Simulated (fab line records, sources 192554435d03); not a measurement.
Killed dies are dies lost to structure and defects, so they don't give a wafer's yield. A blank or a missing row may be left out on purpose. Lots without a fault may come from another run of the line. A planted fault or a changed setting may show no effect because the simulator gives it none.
Which tool did it? | flow n5_finfet | 10 lots, 30 wafers sampled, at 6 steps of a route of 1938

WHAT THE GAUGES READ, wafer by wafer
N5_BEOL_M4_RC_MEAS_101.
lot  | measured     | on        | DIBL_N (mV/V)
L749 | day 9 22:11  | prober-01 | 34.1 36.5 36.3
L751 | day 10 02:59 | prober-01 | 36.3 36.3 36.5
L752 | day 10 22:18 | prober-01 | 36.8 37.4 38.1
L753 | day 11 02:14 | prober-01 | 36.9 35.8 37.7
L754 | day 11 03:49 | prober-02 | 35.2 35.5 32.4
L757 | day 11 20:20 | prober-01 | 35.2 34.8 35.6
L765 | day 14 09:07 | prober-02 | 35.7 35.4 35.6

WHICH TOOL RAN EACH LOT (tool, then ch and the chambers of the sampled wafers, then the start)
lot  | N5_BEOL_M2_SURFACE_TREAT_85  | N5_BEOL_M2_CVD_47                | N5_BEOL_M2_ANNEAL_82         | N5_BEOL_M2_SPUTTER_88        | N5_BEOL_M2_CMP_52
L749 | pvd_sputter-02, day 8 15:40  | cvd_co-02 ch 1,2, day 8 15:44    | pvd_sputter-03, day 8 16:25  | pvd_sputter-03, day 8 16:47  | cmp-02 ch 0,2,3, day 8 18:51
L751 | pvd_sputter-02, day 9 04:48  | cvd_co-01 ch 1,2, day 9 04:53    | pvd_sputter-02, day 9 05:41  | pvd_sputter-02, day 9 06:02  | cmp-02 ch 0,2, day 9 07:50
L752 | pvd_sputter-02, day 9 14:59  | cvd_co-01 ch 0,2, day 9 15:04    | pvd_sputter-02, day 9 15:49  | pvd_sputter-02, day 9 16:11  | cmp-04 ch 0,1,2, day 9 20:41
L753 | pvd_sputter-03, day 9 19:46  | cvd_co-01 ch 1,2, day 9 19:49    | pvd_sputter-03, day 9 20:34  | pvd_sputter-03, day 9 20:55  | cmp-04 ch 0,3, day 10 01:48
L754 | pvd_sputter-02, day 10 00:15 | cvd_co-02 ch 0,2, day 10 00:19   | pvd_sputter-01, day 10 00:59 | pvd_sputter-01, day 10 01:21 | cmp-02 ch 0,1,2, day 10 06:05
L757 | pvd_sputter-01, day 10 16:14 | cvd_co-02 ch 0,1,2, day 10 16:22 | pvd_sputter-01, day 10 17:00 | pvd_sputter-01, day 10 17:22 | cmp-02 ch 0,2,3, day 10 22:28
L761 | pvd_sputter-02, day 11 23:05 | cvd_co-01 ch 0,1,2, day 11 23:09 | pvd_sputter-02, day 11 23:50 | pvd_sputter-02, day 12 00:12 | cmp-04 ch 0,3, day 12 01:37
L762 | pvd_sputter-02, day 12 02:50 | cvd_co-02 ch 0,1,2, day 12 02:58 | pvd_sputter-02, day 12 03:58 | pvd_sputter-02, day 12 04:19 | cmp-01 ch 1,2,3, day 12 05:46
L763 | pvd_sputter-02, day 12 15:36 | cvd_co-01 ch 0,1, day 12 15:45   | pvd_sputter-02, day 12 16:29 | pvd_sputter-02, day 12 16:50 | cmp-04 ch 0,1,2, day 12 18:13
L765 | pvd_sputter-03, day 12 23:55 | cvd_co-01 ch 1,2, day 13 00:05   | pvd_sputter-03, day 13 01:07 | pvd_sputter-03, day 13 01:29 | cmp-01 ch 1,2,3, day 13 02:55
- N5_BEOL_M2_SURFACE_TREAT_85
- N5_BEOL_M2_CVD_47: deposits Co from CCTBA/H2, target thk 3 nm, time 223.8 s.
- N5_BEOL_M2_ANNEAL_82: time 240 s.
- N5_BEOL_M2_SPUTTER_88: material Cu, target thk 4.5 nm, time 8.29 s.
- N5_BEOL_M2_CMP_52: polishes, stops on SiOC, t overpolish 6.8 s, target thk 40 nm.

THE ANSWER, worked out from the rows above alone
Rule: what is usual is taken from the lots themselves. Put in order of their means at a reading, lots are off if they are a third of the lots or fewer, leave a main group of 4 or more, and stand apart from it by a gap of 3 or more times the standard deviation of the main group's means; of several such gaps the widest counts. A main group whose means are all the same, to the digits that the tables above print for the reading, isn't used. A lot without any number at a reading at which 4 lots or more have one is off too. The other lots that the step has rows for count as sound.
No lot is off at any reading shown: from this, nothing can be told.

WHAT THE SIMULATOR HAD PUT IN
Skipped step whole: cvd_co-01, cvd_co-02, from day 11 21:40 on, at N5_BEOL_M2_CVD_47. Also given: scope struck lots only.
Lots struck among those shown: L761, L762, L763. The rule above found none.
